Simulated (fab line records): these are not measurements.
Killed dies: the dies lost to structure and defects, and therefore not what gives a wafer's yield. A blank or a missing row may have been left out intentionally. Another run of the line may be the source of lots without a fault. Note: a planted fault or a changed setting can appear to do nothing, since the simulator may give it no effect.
fab line records	flow n5-finfet
[record] lots = 24	wafers = 72	last-day = 17
route steps=1938 shown BEOL_M13@1679
lots with no fault: from the same line, run without faults
start-h: hours from the record's opening day to when the first of the lot's shown wafers began	wait-h: hours since the lot's step before	" repeats the value in the row above	L1.1+2: one row covering several wafers at once	- no value present, or no start provided	* or withheld: withheld	< > ~ a bound
route shown NAME@n: a module of which the file shows steps, and the number in the route of the first	usual: average and standard deviation across the fault-free wafers	same: alike in all rows	chamber/n: place in a boat	sites: per-site readings	_std_site: standard deviation of those values	_edge_site: outer sites' mean less inner sites'	radius-mm: for every site, how far away it sits from the centre of the wafer	mask NAME#n: copy n	behind: the last tool/chamber to shape the wafer	hold: what put the lot on hold/how long, in hours/how the hold closed	device: names the non-switching transistor (n, p or np)	end of line: the tests these same wafers got at the end of their route	where a step has no rows: the recipe by itself	killed: at the first sort, the dies lost to defects and structure; wafer yield is something else	map: a wafer's dies, marking killed ones x, the rest . and places with no die _
set.NAME: the setting as run; set.NAME@STEP: as run at that earlier step	model.NAME: the simulator's own value behind a step, which no gauge read
a sample of lots followed through the steps of the route, with each step as a table and each wafer as a row
services: the hour from which a tool's chamber was out of use, counted from the record's first day as start-h (under 0 if before that day), plus the number of hours and why
[[steps]]
[step N5_BEOL_M13_CD_MEAS_17]
[recipe] target-cd-nm = 190	polarity = opening
[usual] cd-nm = 190.0/1.7
lot.wafer	tool	chamber	start-h	wait-h	cd-nm
L074.4	cd-sem-01	-	219.71	0.0	191.1
L074.5	"	-	"	"	189.4
L074.6	"	-	"	"	188.0
L075.2	cd-sem-03	-	239.13	0.0	190.4
L075.3	"	-	"	"	188.0
L075.4	"	-	"	"	190.3
L077.2	cd-sem-03	-	241.82	0.0	190.8
L077.4	"	-	"	"	192.5
L077.5	"	-	"	"	193.4
L076.1	cd-sem-01	-	244.37	0.0	191.4
L076.3	"	-	"	"	190.7
L076.4	"	-	"	"	190.6
L078.1	cd-sem-01	-	253.50	0.0	188.3
L078.2	"	-	"	"	188.5
L078.4	"	-	"	"	188.6
L080.1	cd-sem-03	-	268.32	0.0	191.3
L080.5	"	-	"	"	190.4
L080.6	"	-	"	"	187.2
L079.2	cd-sem-02	-	268.46	0.0	188.0
L079.3	"	-	"	"	190.7
L079.5	"	-	"	"	188.6
L081.2	cd-sem-02	-	268.72	0.0	190.0
L081.3	"	-	"	"	185.1
L081.5	"	-	"	"	188.2
L082.1	cd-sem-03	-	282.79	0.0	189.5
L082.4	"	-	"	"	188.5
L082.6	"	-	"	"	189.2
L083.1	cd-sem-03	-	288.06	0.0	191.7
L083.2	"	-	"	"	192.7
L083.5	"	-	"	"	189.2
L084.1	cd-sem-03	-	296.56	0.0	189.7
L084.2	"	-	"	"	189.8
L084.4	"	-	"	"	193.2
L085.2	cd-sem-01	-	298.60	0.0	190.3
L085.5	"	-	"	"	191.0
L085.6	"	-	"	"	190.0
L086.1	cd-sem-01	-	316.90	0.0	189.9
L086.3	"	-	"	"	190.5
L086.4	"	-	"	"	190.9
L087.3	cd-sem-01	-	317.28	0.0	190.0
L087.4	"	-	"	"	190.0
L087.6	"	-	"	"	192.0
L088.3	cd-sem-01	-	323.79	0.0	189.5
L088.5	"	-	"	"	190.0
L088.6	"	-	"	"	190.0
L089.4	cd-sem-03	-	328.12	0.0	190.3
L089.5	"	-	"	"	192.8
L089.6	"	-	"	"	192.5
L090.3	cd-sem-03	-	329.61	0.0	188.7
L090.5	"	-	"	"	189.1
L090.6	"	-	"	"	188.2
L092.1	cd-sem-03	-	346.56	0.0	192.4
L092.3	"	-	"	"	191.9
L092.6	"	-	"	"	191.8
L094.1	cd-sem-02	-	347.25	0.0	187.2
L094.2	"	-	"	"	188.5
L094.6	"	-	"	"	187.5
L093.2	cd-sem-02	-	349.30	0.0	190.6
L093.4	"	-	"	"	190.0
L093.6	"	-	"	"	192.3
L091.1	cd-sem-03	-	359.57	0.0	186.9
L091.4	"	-	"	"	189.4
L091.5	"	-	"	"	188.3
L095.1	cd-sem-02	-	368.97	0.0	192.0
L095.5	"	-	"	"	189.5
L095.6	"	-	"	"	192.1
L096.1	cd-sem-02	-	381.69	0.0	189.2
L096.2	"	-	"	"	190.6
L096.6	"	-	"	"	190.7
L097.1	cd-sem-03	-	382.91	0.0	191.5
L097.3	"	-	"	"	190.5
L097.5	"	-	"	"	189.9
[step N5_BEOL_M13_OVL_MEAS_29]
[recipe] points-per-wafer = 44
[usual] M13_OVL = 3/6
lot.wafer	tool	chamber	start-h	wait-h	M13_OVL[nm]
L074.4	overlay-02	0	220.06	0.0	4
L074.5	"	0	"	"	3
L074.6	"	0	"	"	17
L075.2	overlay-02	0	239.63	0.0	-8
L075.3	"	0	"	"	7
L075.4	"	0	"	"	1
L077.2	overlay-02	0	242.30	0.0	1
L077.4	"	0	"	"	6
L077.5	"	0	"	"	4
L076.1	overlay-02	0	244.85	0.0	0
L076.3	"	0	"	"	-1
L076.4	"	0	"	"	7
L078.1	overlay-01	0	253.98	0.0	1
L078.2	"	0	"	"	-3
L078.4	"	0	"	"	-4
L080.1	overlay-02	0	268.69	0.0	8
L080.5	"	0	"	"	5
L080.6	"	0	"	"	11
L079.2	overlay-01	0	268.94	0.0	7
L079.3	"	0	"	"	11
L079.5	"	0	"	"	11
L081.2	overlay-01	0	269.09	0.0	-12
L081.3	"	0	"	"	-6
L081.5	"	0	"	"	-3
L082.1	overlay-02	0	283.27	0.0	0
L082.4	"	0	"	"	-10
L082.6	"	0	"	"	-1
L083.1	overlay-02	0	288.42	0.0	4
L083.2	"	0	"	"	0
L083.5	"	0	"	"	10
L084.1	overlay-01	0	296.91	0.0	0
L084.2	"	0	"	"	4
L084.4	"	0	"	"	3
L085.2	overlay-02	0	299.08	0.0	-4
L085.5	"	0	"	"	0
L085.6	"	0	"	"	-1
L086.1	overlay-02	0	317.38	0.0	5
L086.3	"	0	"	"	5
L086.4	"	0	"	"	9
L087.3	overlay-02	0	317.64	0.0	-8
L087.4	"	0	"	"	-6
L087.6	"	0	"	"	1
L088.3	overlay-02	0	324.27	0.0	3
L088.5	"	0	"	"	2
L088.6	"	0	"	"	-2
L089.4	overlay-01	0	328.48	0.0	10
L089.5	"	0	"	"	5
L089.6	"	0	"	"	21
L090.3	overlay-02	0	329.97	0.0	4
L090.5	"	0	"	"	3
L090.6	"	0	"	"	0
L092.1	overlay-01	0	347.04	0.0	2
L092.3	"	0	"	"	1
L092.6	"	0	"	"	-1
L094.1	overlay-02	0	347.73	0.0	8
L094.2	"	0	"	"	-3
L094.6	"	0	"	"	-8
L093.2	overlay-02	0	349.65	0.0	-10
L093.4	"	0	"	"	0
L093.6	"	0	"	"	-10
L091.1	overlay-01	0	359.92	0.0	10
L091.4	"	0	"	"	-5
L091.5	"	0	"	"	11
L095.1	overlay-02	0	369.46	0.0	1
L095.5	"	0	"	"	6
L095.6	"	0	"	"	4
L096.1	overlay-02	0	382.04	0.0	-1
L096.2	"	0	"	"	3
L096.6	"	0	"	"	12
L097.1	overlay-01	0	383.26	0.0	3
L097.3	"	0	"	"	10
L097.5	"	0	"	"	14
[step N5_BEOL_M13_PRE_CLEAN_42]
[recipe] gas = H2/He	time-s = 30	temp-c = 250
[usual] heater-power-w = 328/30
lot.wafer	tool	chamber	start-h	wait-h	heater-power-w
L074.4	pvd-sputter-01	-	222.15	0.0	340
L074.5	"	-	"	"	280
L074.6	"	-	"	"	349
L075.2	pvd-sputter-01	-	241.89	0.0	343
L075.3	"	-	"	"	286
L075.4	"	-	"	"	341
L077.2	pvd-sputter-03	-	243.68	0.0	302
L077.4	"	-	"	"	257
L077.5	"	-	"	"	295
L076.1	pvd-sputter-01	-	247.27	0.0	359
L076.3	"	-	"	"	280
L076.4	"	-	"	"	351
L078.1	pvd-sputter-03	-	257.96	0.0	303
L078.2	"	-	"	"	323
L078.4	"	-	"	"	257
L080.1	pvd-sputter-01	-	270.21	0.0	342
L080.5	"	-	"	"	341
L080.6	"	-	"	"	368
L079.2	pvd-sputter-03	-	270.32	0.0	294
L079.3	"	-	"	"	342
L079.5	"	-	"	"	264
L081.2	pvd-sputter-01	-	270.93	0.0	336
L081.3	"	-	"	"	279
L081.5	"	-	"	"	282
L082.1	pvd-sputter-01	-	286.15	0.0	271
L082.4	"	-	"	"	360
L082.6	"	-	"	"	346
L083.1	pvd-sputter-01	-	294.49	0.0	289
L083.2	"	-	"	"	345
L083.5	"	-	"	"	335
L084.1	pvd-sputter-02	-	301.22	0.0	324
L084.2	"	-	"	"	361
L084.4	"	-	"	"	324
L085.2	pvd-sputter-01	-	301.98	0.0	348
L085.5	"	-	"	"	361
L085.6	"	-	"	"	361
L086.1	pvd-sputter-03	-	321.04	0.0	352
L086.3	"	-	"	"	303
L086.4	"	-	"	"	321
L087.3	pvd-sputter-02	-	321.44	0.0	355
L087.4	"	-	"	"	322
L087.6	"	-	"	"	326
L088.3	pvd-sputter-02	-	326.52	0.0	328
L088.5	"	-	"	"	318
L088.6	"	-	"	"	319
L089.4	pvd-sputter-02	-	332.91	0.0	321
L089.5	"	-	"	"	317
L089.6	"	-	"	"	319
L090.3	pvd-sputter-01	-	333.93	0.0	273
L090.5	"	-	"	"	284
L090.6	"	-	"	"	351
L092.1	pvd-sputter-01	-	348.44	0.0	333
L092.3	"	-	"	"	354
L092.6	"	-	"	"	351
L094.1	pvd-sputter-02	-	350.21	0.0	332
L094.2	"	-	"	"	326
L094.6	"	-	"	"	351
L093.2	pvd-sputter-01	-	352.16	0.0	282
L093.4	"	-	"	"	361
L093.6	"	-	"	"	285
L091.1	pvd-sputter-02	-	361.16	0.0	351
L091.4	"	-	"	"	318
L091.5	"	-	"	"	359
L095.1	pvd-sputter-02	-	371.64	0.0	320
L095.5	"	-	"	"	326
L095.6	"	-	"	"	351
L096.1	pvd-sputter-03	-	384.46	0.0	332
L096.2	"	-	"	"	353
L096.6	"	-	"	"	255
L097.1	pvd-sputter-01	-	384.70	0.0	362
L097.3	"	-	"	"	277
L097.5	"	-	"	"	285
[step N5_BEOL_M13_SPUTTER_44]
[recipe] material = Ta	target-thk-a = 100	temp-c = 50	bias-v = 80	power-w = 15000	chamber-pressure-pa = 0.07	time-s = 16.13
[usual] bias-v = 80.0/0.67	chamber-pressure-pa = 0.06999/0.00015	throttle-valve-pct = 29.3/1.2
lot.wafer	tool	chamber	start-h	wait-h	bias-v	chamber-pressure-pa	throttle-valve-pct
L074.4	pvd-sputter-01	-	222.27	0.0	80.1	0.07003	28.4
L074.5	"	-	"	"	79.5	0.07002	29.4
L074.6	"	-	"	"	79.2	0.0702	27.6
L075.2	pvd-sputter-01	-	242.01	0.0	79.6	0.07006	27.2
L075.3	"	-	"	"	80.3	0.07	29.3
L075.4	"	-	"	"	79.5	0.07002	28.2
L077.2	pvd-sputter-03	-	243.80	0.0	79.3	0.0699	31.2
L077.4	"	-	"	"	79.8	0.0698	29.7
L077.5	"	-	"	"	78.8	0.06971	31.0
L076.1	pvd-sputter-01	-	247.39	0.0	81.2	0.0699	30.1
L076.3	"	-	"	"	79.6	0.06977	29.5
L076.4	"	-	"	"	81.0	0.06993	27.4
L078.1	pvd-sputter-03	-	258.08	0.0	79.5	0.07026	31.0
L078.2	"	-	"	"	78.9	0.06977	29.2
L078.4	"	-	"	"	78.6	0.0698	29.5
L080.1	pvd-sputter-01	-	270.33	0.0	79.9	0.07004	28.2
L080.5	"	-	"	"	80.1	0.06986	28.3
L080.6	"	-	"	"	80.7	0.06991	30.2
L079.2	pvd-sputter-03	-	270.44	0.0	80.5	0.07014	30.9
L079.3	"	-	"	"	80.2	0.07001	31.6
L079.5	"	-	"	"	79.6	0.07007	29.4
L081.2	pvd-sputter-01	-	271.05	0.0	80.3	0.07006	28.1
L081.3	"	-	"	"	80.5	0.07022	29.4
L081.5	"	-	"	"	79.2	0.06997	29.0
L082.1	pvd-sputter-01	-	286.27	0.0	80.0	0.07002	29.3
L082.4	"	-	"	"	79.1	0.07004	30.1
L082.6	"	-	"	"	80.7	0.06979	27.5
L083.1	pvd-sputter-01	-	294.61	0.0	79.5	0.06999	29.3
L083.2	"	-	"	"	80.8	0.06974	27.5
L083.5	"	-	"	"	80.9	0.06986	28.2
L084.1	pvd-sputter-02	-	301.34	0.0	80.2	0.06988	29.4
L084.2	"	-	"	"	79.4	0.06996	28.5
L084.4	"	-	"	"	80.3	0.06991	30.0
L085.2	pvd-sputter-01	-	302.10	0.0	79.5	0.06984	27.5
L085.5	"	-	"	"	79.8	0.06996	30.5
L085.6	"	-	"	"	80.2	0.06996	27.5
L086.1	pvd-sputter-03	-	321.16	0.0	80.0	0.07023	32.0
L086.3	"	-	"	"	80.2	0.07004	31.0
L086.4	"	-	"	"	80.6	0.07018	29.2
L087.3	pvd-sputter-02	-	321.56	0.0	80.8	0.0699	28.6
L087.4	"	-	"	"	79.2	0.07013	29.9
L087.6	"	-	"	"	80.5	0.06995	29.9
L088.3	pvd-sputter-02	-	326.64	0.0	79.9	0.07005	29.4
L088.5	"	-	"	"	79.6	0.06985	29.3
L088.6	"	-	"	"	79.4	0.07024	29.9
L089.4	pvd-sputter-02	-	333.03	0.0	79.0	0.07009	29.8
L089.5	"	-	"	"	80.1	0.07005	29.9
L089.6	"	-	"	"	79.1	0.07002	29.1
L090.3	pvd-sputter-01	-	334.05	0.0	80.0	0.07004	29.4
L090.5	"	-	"	"	80.2	0.07011	29.0
L090.6	"	-	"	"	80.9	0.06995	27.5
L092.1	pvd-sputter-01	-	348.56	0.0	80.1	0.07001	28.2
L092.3	"	-	"	"	80.9	0.0702	27.3
L092.6	"	-	"	"	80.7	0.06977	28.1
L094.1	pvd-sputter-02	-	350.33	0.0	80.3	0.06991	30.1
L094.2	"	-	"	"	79.6	0.07049	29.5
L094.6	"	-	"	"	79.8	0.07016	28.6
L093.2	pvd-sputter-01	-	352.28	0.0	81.5	0.06996	29.6
L093.4	"	-	"	"	81.4	0.07013	30.4
L093.6	"	-	"	"	80.2	0.07006	29.4
L091.1	pvd-sputter-02	-	361.28	0.0	80.9	0.06994	28.8
L091.4	"	-	"	"	79.1	0.06979	29.9
L091.5	"	-	"	"	80.8	0.06997	28.7
L095.1	pvd-sputter-02	-	371.76	0.0	79.9	0.06981	29.9
L095.5	"	-	"	"	80.5	0.06991	30.0
L095.6	"	-	"	"	79.5	0.07008	28.9
L096.1	pvd-sputter-03	-	384.58	0.0	78.9	0.07016	29.4
L096.2	"	-	"	"	80.6	0.06989	31.6
L096.6	"	-	"	"	79.3	0.07007	29.5
L097.1	pvd-sputter-01	-	384.82	0.0	80.8	0.07014	27.4
L097.3	"	-	"	"	80.2	0.0701	29.4
L097.5	"	-	"	"	80.9	0.07005	29.5
[step N5_BEOL_M13_ANNEAL_48]
[recipe] temp-c = 225	time-s = 90	ambient = N2
[usual] wafer_temp_C_max = 225.71/0.24
lot.wafer	tool	chamber	start-h	wait-h	wafer_temp_C_max
L074.4	rtp-anneal-01	0	222.77	0.2	225.44
L074.5	"	0	"	"	225.42
L074.6	"	0	"	"	225.65
L075.2	rtp-anneal-01	0	242.44	0.2	225.72
L075.3	"	0	"	"	225.95
L075.4	"	0	"	"	225.83
L077.2	rtp-anneal-01	0	244.20	0.2	225.74
L077.4	"	0	"	"	225.69
L077.5	"	0	"	"	225.40
L076.1	rtp-anneal-02	0	247.75	0.1	225.97
L076.3	"	0	"	"	225.52
L076.4	"	0	"	"	225.72
L078.1	rtp-anneal-01	0	258.44	0.1	225.64
L078.2	"	0	"	"	225.47
L078.4	"	0	"	"	226.01
L080.1	rtp-anneal-01	0	271.59	1.0	225.43
L080.5	"	0	"	"	225.39
L080.6	"	0	"	"	225.66
L079.2	rtp-anneal-02	0	271.68	1.0	225.98
L079.3	"	0	"	"	226.07
L079.5	"	0	"	"	225.98
L081.2	rtp-anneal-01	0	272.29	1.0	225.39
L081.3	"	0	"	"	225.54
L081.5	"	0	"	"	225.64
L082.1	rtp-anneal-01	0	286.71	0.2	225.71
L082.4	"	0	"	"	225.94
L082.6	"	0	"	"	225.73
L083.1	rtp-anneal-02	0	294.97	0.1	226.07
L083.2	"	0	"	"	225.96
L083.5	"	0	"	"	225.90
L084.1	rtp-anneal-02	0	301.84	0.3	225.78
L084.2	"	0	"	"	225.44
L084.4	"	0	"	"	225.93
L085.2	rtp-anneal-01	0	303.51	1.2	225.71
L085.5	"	0	"	"	225.32
L085.6	"	0	"	"	225.84
L086.1	rtp-anneal-01	0	321.52	0.1	225.36
L086.3	"	0	"	"	225.45
L086.4	"	0	"	"	225.45
L087.3	rtp-anneal-02	0	322.32	0.5	225.73
L087.4	"	0	"	"	225.69
L087.6	"	0	"	"	225.79
L088.3	rtp-anneal-01	0	327.24	0.3	225.53
L088.5	"	0	"	"	225.68
L088.6	"	0	"	"	225.68
L089.4	rtp-anneal-02	0	333.54	0.2	225.73
L089.5	"	0	"	"	226.23
L089.6	"	0	"	"	226.05
L090.3	rtp-anneal-02	0	334.50	0.2	225.45
L090.5	"	0	"	"	226.01
L090.6	"	0	"	"	225.61
L092.1	rtp-anneal-02	0	348.92	0.1	225.89
L092.3	"	0	"	"	225.87
L092.6	"	0	"	"	225.87
L094.1	rtp-anneal-02	0	350.69	0.1	225.98
L094.2	"	0	"	"	225.75
L094.6	"	0	"	"	225.77
L093.2	rtp-anneal-01	0	352.69	0.2	225.62
L093.4	"	0	"	"	225.10
L093.6	"	0	"	"	225.47
L091.1	rtp-anneal-01	0	361.64	0.1	225.74
L091.4	"	0	"	"	225.48
L091.5	"	0	"	"	225.43
L095.1	rtp-anneal-01	0	372.12	0.1	225.99
L095.5	"	0	"	"	225.88
L095.6	"	0	"	"	225.48
L096.1	rtp-anneal-02	0	385.65	0.8	225.41
L096.2	"	0	"	"	226.15
L096.6	"	0	"	"	225.78
L097.1	rtp-anneal-01	0	385.89	0.8	225.41
L097.3	"	0	"	"	225.45
L097.5	"	0	"	"	225.70
[step N5_BEOL_M13_THK_MEAS_50]
[recipe] thk-meas-gauge = xrf	reads = Cu_of_BEOL_M13_ECD_47
[usual] M13_THK = 406/7.5
lot.wafer	tool	chamber	start-h	wait-h	M13_THK[nm]
L074.4	film-metro-02	-	223.24	-	400
L074.5	"	-	"	"	404
L074.6	"	-	"	"	416
L075.2	film-metro-02	-	242.98	-	408
L075.3	"	-	"	"	398
L075.4	"	-	"	"	404
L077.2	film-metro-02	-	244.77	-	415
L077.4	"	-	"	"	402
L077.5	"	-	"	"	404
L076.1	film-metro-01	-	248.43	-	420
L076.3	"	-	"	"	407
L076.4	"	-	"	"	399
L078.1	film-metro-02	-	259.03	-	411
L078.2	"	-	"	"	409
L078.4	"	-	"	"	405
L080.1	film-metro-02	-	272.18	-	407
L080.5	"	-	"	"	402
L080.6	"	-	"	"	407
L079.2	film-metro-01	-	272.23	-	404
L079.3	"	-	"	"	412
L079.5	"	-	"	"	404
L081.2	film-metro-02	-	272.84	-	391
L081.3	"	-	"	"	402
L081.5	"	-	"	"	400
L082.1	film-metro-01	-	287.30	-	402
L082.4	"	-	"	"	408
L082.6	"	-	"	"	404
L083.1	film-metro-01	-	295.56	-	399
L083.2	"	-	"	"	398
L083.5	"	-	"	"	398
L084.1	film-metro-02	-	302.43	-	413
L084.2	"	-	"	"	420
L084.4	"	-	"	"	409
L085.2	film-metro-02	-	304.05	-	400
L085.5	"	-	"	"	401
L085.6	"	-	"	"	403
L086.1	film-metro-01	-	322.11	-	391
L086.3	"	-	"	"	407
L086.4	"	-	"	"	407
L087.3	film-metro-01	-	322.82	-	404
L087.4	"	-	"	"	420
L087.6	"	-	"	"	415
L088.3	film-metro-01	-	327.74	-	408
L088.5	"	-	"	"	404
L088.6	"	-	"	"	404
L089.4	film-metro-02	-	334.00	-	398
L089.5	"	-	"	"	407
L089.6	"	-	"	"	402
L090.3	film-metro-01	-	335.02	-	396
L090.5	"	-	"	"	398
L090.6	"	-	"	"	400
L092.1	film-metro-02	-	349.51	-	409
L092.3	"	-	"	"	405
L092.6	"	-	"	"	404
L094.1	film-metro-02	-	351.28	-	414
L094.2	"	-	"	"	412
L094.6	"	-	"	"	421
L093.2	film-metro-01	-	353.23	-	404
L093.4	"	-	"	"	394
L093.6	"	-	"	"	391
L091.1	film-metro-01	-	362.23	-	408
L091.4	"	-	"	"	406
L091.5	"	-	"	"	412
L095.1	film-metro-02	-	372.71	-	412
L095.5	"	-	"	"	408
L095.6	"	-	"	"	415
L096.1	film-metro-01	-	386.24	-	408
L096.2	"	-	"	"	402
L096.6	"	-	"	"	417
L097.1	film-metro-02	-	386.50	-	402
L097.3	"	-	"	"	408
L097.5	"	-	"	"	394
[[services]]
tool	chamber	start-h	hours	kind
pvd-sputter-03	-	328.74	2.3	repair
pvd-sputter-01	-	359.72	0.6	repair
[[key]]
fault none
